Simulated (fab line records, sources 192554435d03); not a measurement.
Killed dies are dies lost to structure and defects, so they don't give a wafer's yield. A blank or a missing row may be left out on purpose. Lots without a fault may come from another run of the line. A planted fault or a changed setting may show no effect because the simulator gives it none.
Split-lot experiment | flow n5_finfet | 7 lots, 21 wafers read, on a route of 1938 steps

THE SPLIT
At N5_HKMG_FIN_COAT_66 (time 60 s, resist thk 300 nm), the setting spin_rpm was moved away from the recipe's 1500 rpm on 8 of the 21 wafers read, by -10.4% to +8.9%. The other wafers ran this setting at the recipe's value.

The reading is taken at the split's own step.

THE READING
SOC_of_HKMG_FIN_COAT_66.thk_nm (the simulator's own value, which no gauge read), in nm, at N5_HKMG_FIN_COAT_66 (time 60 s, resist thk 300 nm). The file gives no usual value for it. The 13 wafers here that ran the recipe average 300.4 nm, standard deviation 0.76 nm.

wafer  | tool, chamber at the split | spin_rpm as run, rpm | against the recipe | SOC_of_HKMG_FIN_COAT_66.thk_nm, nm | against lot-mates on the recipe
L075.1 | litho_track-05, 0          | 1372                 | -8.5%              | 315.2                              | +14.0
L075.2 | litho_track-05, 0          | 1500                 | recipe             | 301.2                              | -
L075.4 | litho_track-05, 0          | 1372                 | -8.5%              | 316                                | +14.8
L080.3 | litho_track-05, 0          | 1500                 | recipe             | 300.2                              | -
L080.5 | litho_track-05, 0          | 1500                 | recipe             | 299.6                              | -
L080.6 | litho_track-05, 0          | 1500                 | recipe             | 299.2                              | -
L082.1 | litho_track-01, 0          | 1448                 | -3.5%              | 305.4                              | no lot-mate on the recipe
L082.3 | litho_track-01, 0          | 1448                 | -3.5%              | 304.4                              | no lot-mate on the recipe
L082.4 | litho_track-01, 0          | 1448                 | -3.5%              | 305.6                              | no lot-mate on the recipe
L084.2 | litho_track-05, 0          | 1500                 | recipe             | 300                                | -
L084.3 | litho_track-05, 0          | 1500                 | recipe             | 299.4                              | -
L084.4 | litho_track-05, 0          | 1500                 | recipe             | 299.8                              | -
L091.1 | litho_track-03, 0          | 1634                 | +8.9%              | 288.8                              | -11.8
L091.3 | litho_track-03, 0          | 1634                 | +8.9%              | 288.2                              | -12.4
L091.6 | litho_track-03, 0          | 1500                 | recipe             | 300.6                              | -
L092.1 | litho_track-03, 0          | 1344                 | -10.4%             | 318                                | +16.9
L092.5 | litho_track-03, 0          | 1500                 | recipe             | 301.2                              | -
L092.6 | litho_track-03, 0          | 1500                 | recipe             | 301                                | -
L095.3 | litho_track-03, 0          | 1500                 | recipe             | 301.2                              | -
L095.4 | litho_track-03, 0          | 1500                 | recipe             | 301.6                              | -
L095.6 | litho_track-03, 0          | 1500                 | recipe             | 300.8                              | -

THE FIT
A straight line over all 21 wafers: SOC_of_HKMG_FIN_COAT_66.thk_nm changes by -1.55 nm for each +1% of spin_rpm; r = -0.99; the points scatter about the line by 1.1 nm.
The same after taking each lot's own level away (the mean of its wafers on the recipe; 18 wafers): -1.53 nm for each +1%; r = -1.00; scatter 0.73 nm.
On that fit, the largest move of spin_rpm shifts the reading by 16 nm.
The lots' own levels span 299.67 to 301.20 nm, that is 2.0 times the standard deviation above.
So the lot-to-lot level changes the slope little: the two slopes agree.
Check: with one of the wafers moved furthest among these (-10.4%) left out of the fit, the line predicts +16.1 nm for it against its lot-mates. It came out at +16.9 nm against them.

OTHER SPLITS ON THESE WAFERS
These wafers also went through other splits before the reading. Each is held against what the fit with the lots' levels taken away leaves over:
other split on the same wafers | wafers away from the commonest value | r with SOC_of_HKMG_FIN_COAT_66.thk_nm (lot level and that fit taken away)
N5_SD_EPI_P_PEB_07 peb_time_s  | 2                                    | +0.40
N5_SDB_COAT_04 spin_rpm        | 7                                    | -0.11
N5_SDB_COAT_05 spin_rpm        | 7                                    | -0.31
N5_HKMG_FIN_ETCH_35 source_w   | 3                                    | -0.49

THE FILE'S OWN FIT
SOC_of_HKMG_FIN_COAT_66.thk_nm changes by -1.56 nm for each +1% of spin_rpm, r = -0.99.
